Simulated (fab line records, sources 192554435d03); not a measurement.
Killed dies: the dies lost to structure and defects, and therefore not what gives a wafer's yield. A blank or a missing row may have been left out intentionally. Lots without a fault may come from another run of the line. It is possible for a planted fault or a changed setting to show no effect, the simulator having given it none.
A lot that was struck, set against a sound lot | flow n5_finfet | 16 steps out of a route of 1938
Sound: wafers L335.2, L335.4, L335.5. Struck: wafers L343.1, L343.4, L343.5. The cause is named last.
Per side, at each step with rows, come the tool, then ch with its chambers, and then its first start. Under that, the readings that differ: sound wafers | struck wafers | difference of the means | sigmas: that difference in standard deviations of wafers without a fault.
alike: readings with means less than 2 such deviations apart, plus words and numbers identical on both sides. not compared: withheld readings, readings lacking a value on some wafer, bounds such as >300 that could conceal the same value, and numbers that have no deviation in the record and whose values overlap.
Wherever a step has rows on one side only, a row that says differs or no value, or a row with sigmas, the two part there. Numbers that have no deviation but don't overlap get no sigmas and don't part them. Lack of a reading on every wafer of one side parts them only where that side has two or more wafers.

N5_BEOL_M3_CD_MEAS_35: target cd 18 nm, target cd y 21 nm.
  struck on cd_sem-02, day 9 06:56; sound on cd_sem-02, day 7 09:20
  alike: cd_nm
N5_BEOL_M3_DEGAS_44: time 60 s.
  struck on pvd_sputter-03, day 9 07:23; sound on pvd_sputter-02, day 7 09:34
  alike: heater_power_w, susceptor_temp_C
then, 1 step without rows for these wafers: N5_BEOL_M3_PRE_CLEAN_45 (time 30 s).
N5_BEOL_M3_ALD_84: deposits TaN, pulse time 2 s, purge time 3 s, co reactant purge time 2 s.
  sound on ald_metal-03 ch 1,2,3, day 7 09:43; struck on ald_metal-04 ch 0,1, day 9 07:33
  alike: heater_power_w, susceptor_temp_C
then, 3 steps without rows for these wafers: N5_BEOL_M3_SURFACE_TREAT_85; N5_BEOL_M3_CVD_47 (deposits Co from CCTBA/H2, target thk 3 nm, time 223.8 s); N5_BEOL_M3_SPUTTER_48 (material Cu, target thk 4.5 nm, time 8.29 s).
N5_BEOL_M3_ANNEAL_49: time 240 s.
  struck on pvd_sputter-01, day 9 08:23; sound on pvd_sputter-02, day 7 10:17
  alike: heater_power_w, susceptor_temp_C
then, 1 step without rows for these wafers: N5_BEOL_M3_SPUTTER_79 (material Cu, target thk 4.5 nm, time 8.29 s).
N5_BEOL_M3_ANNEAL_80: time 240 s.
  struck on pvd_sputter-01, day 9 08:50; sound on pvd_sputter-02, day 7 10:30
  alike: heater_power_w, susceptor_temp_C
then, 1 step without rows for these wafers: N5_BEOL_M3_SPUTTER_81 (material Cu, target thk 4.5 nm, time 8.29 s).
N5_BEOL_M3_ANNEAL_82: time 240 s.
  struck on pvd_sputter-01, day 9 09:16; sound on pvd_sputter-02, day 7 10:43
  alike: heater_power_w, susceptor_temp_C
N5_BEOL_M3_SPUTTER_86: material Cu, target thk 4.5 nm, time 8.29 s.
  struck on pvd_sputter-01, day 9 09:25; sound on pvd_sputter-02, day 7 10:52
  no value came back on the struck wafers for chamber_pressure_pa (Pa), chuck_gas_flow_sccm (sccm), susceptor_temp_C (C), throttle_valve_pct (%); on the sound wafers chamber_pressure_pa (Pa) reads 0.07022 0.06994 0.06986
then, 1 step without rows for these wafers: N5_BEOL_M3_ANNEAL_87 (time 240 s).
N5_BEOL_M4_RC_MEAS_101:
  sound on prober-02 ch 0, day 8 03:10; struck on prober-01 ch 0, day 10 01:48
  reading        | sound             | struck            | difference | sigmas
  IOFF_N (nA/um) | 0.214 0.176 0.214 | 0.156 0.159 0.147 | -0.047     | -2
  IOFF_P (nA/um) | 0.264 0.220 0.266 | 0.203 0.195 0.183 | -0.056     | -2
  SS_N (mV/dec)  | 72.4 72.9 72.6    | 71.2 71.7 70.9    | -1.4       | -3
  alike: DIBL_N, DIBL_P, ION_N, ION_P, SS_P, VT_N, VT_P
-- the record jumps here: 4 days lie between the struck wafers' starts before and after (it left off in module BEOL_M4 and takes up again in module PASSIVATION, whose first step shown is number 1936 of the route) --
N5_PASSIVATION_PROBE_49:
  the record has rows for the struck wafers here (prober-01, day 14 12:42) and none for the sound ones

WHERE THEY PART
First at N5_BEOL_M3_SPUTTER_86; last, within this record, at N5_PASSIVATION_PROBE_49.

WHY: whatever the simulator had introduced
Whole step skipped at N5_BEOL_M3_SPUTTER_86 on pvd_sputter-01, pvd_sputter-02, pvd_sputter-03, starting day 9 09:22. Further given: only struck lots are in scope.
